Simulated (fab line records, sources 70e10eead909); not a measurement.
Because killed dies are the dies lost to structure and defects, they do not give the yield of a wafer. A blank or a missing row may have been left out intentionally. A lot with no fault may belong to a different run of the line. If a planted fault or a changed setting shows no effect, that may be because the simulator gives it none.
Matching of chambers || flow nandHarc || NHARC_A_CONTACT_ALD_18 on aldMetal-03 has 4 sister chambers
The step deposits TiN, target thk 3 nm, pulse time 1 s, ald cycles 150. 4 wafers are shown with their chamber, then 6 later ones without.

WAFERS, EACH WITH ITS CHAMBER
{"wafer": "L352.1", "chamber": 0, "heaterPowerW (W)": 1270}
{"wafer": "L355.6", "chamber": 2, "heaterPowerW (W)": 998}
{"wafer": "L364.3", "chamber": 3, "heaterPowerW (W)": 952}
{"wafer": "L364.4", "chamber": 1, "heaterPowerW (W)": 1291}

WAFERS WHOSE CHAMBER IS MISSING
{"wafer": "L370.1", "heaterPowerW (W)": 1255}
{"wafer": "L370.3", "heaterPowerW (W)": 1038}
{"wafer": "L370.4", "heaterPowerW (W)": 1285}
{"wafer": "L372.2", "heaterPowerW (W)": 1256}
{"wafer": "L372.4", "heaterPowerW (W)": 1290}
{"wafer": "L372.5", "heaterPowerW (W)": 1300}

WHICH CHAMBER EACH ONE RAN IN
{"wafer": "L370.1", "from the rows above": "can't be placed: 0 or 1", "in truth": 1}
{"wafer": "L370.3", "from the rows above": 2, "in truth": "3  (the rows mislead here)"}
{"wafer": "L370.4", "from the rows above": "can't be placed: 1 or 0", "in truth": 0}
{"wafer": "L372.2", "from the rows above": "can't be placed: 0 or 1", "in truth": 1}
{"wafer": "L372.4", "from the rows above": "can't be placed: 1 or 0", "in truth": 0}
{"wafer": "L372.5", "from the rows above": "can't be placed: 1 or 0", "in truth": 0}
0 of 6 placed correctly. Not placeable from these rows: 5 (in 5, the candidates include the true chamber). 1 placed wrongly.
How it was worked out, from the rows above alone: a wafer's distance from a chamber is the root of the sum, over the readings, of the square of ((its reading less the chamber's mean) divided by the reading's scatter). If the next closest chamber is less than 2 further off than the closest, the wafer can't be placed; otherwise it belongs to the closest. For every chamber, the mean is computed from those of its wafers that are shown. The scatter: with one shown wafer a chamber, the root of the mean of the squares of how far each hidden wafer lies from its nearest shown one.
